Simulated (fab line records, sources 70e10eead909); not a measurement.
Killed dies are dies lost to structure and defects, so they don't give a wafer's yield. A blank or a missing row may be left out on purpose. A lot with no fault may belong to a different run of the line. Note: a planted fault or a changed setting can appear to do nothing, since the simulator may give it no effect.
Matching of chambers	flow nandHarc	rieDiel-03 running NHARC_A_M1_STRIP_18: 4 sister chambers
The step strips in N2/H2. 7 wafers are shown with their chamber, then 7 later ones without.

WAFERS PAIRED WITH THEIR CHAMBERS
wafer	chamber	drypumpMotorCurrentA (A)	oesProductAu (a.u.)
L079.4	1	6.2	0.986
L082.5	1	6.2	0.997
L085.2	0	6.2	0.978
L085.3	2	5.2	1.010
L085.5	3	6.3	0.993
L090.1	3	6.3	0.997
L090.5	2	5.3	1.007

WAFERS WHOSE CHAMBER IS MISSING
wafer	drypumpMotorCurrentA (A)	oesProductAu (a.u.)
L090.6	6.2	0.994
L094.2	5.3	1.006
L094.3	6.2	0.985
L094.6	6.2	0.990
L092.1	5.2	1.005
L092.2	6.2	1.003
L092.4	6.2	0.989

CHAMBER TAKEN BY EACH
wafer	from the rows above	in truth
L090.6	can't be placed: 1 or 3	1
L094.2	2	2
L094.3	can't be placed: 1 or 0 or 3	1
L094.6	1	1
L092.1	2	2
L092.2	can't be placed: 1 or 3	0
L092.4	can't be placed: 1 or 0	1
Correctly placed: 3 of 7. From these rows, 4 cannot be placed; in 3 the true chamber is one of the candidates. 0 placed wrongly.
How it was worked out, from the rows above alone: a wafer's distance from a chamber is the root of the sum, over the readings, of the square of ((its reading less the chamber's mean) divided by the reading's scatter). If the next closest chamber is less than 2 further off than the closest, the wafer can't be placed; otherwise it belongs to the closest. The mean given for a chamber averages the wafers shown for that chamber. How the scatter is found: for the shown wafers, subtract from each reading the mean of its chamber, square and add these, divide the total by (wafers less chambers), then take the root.
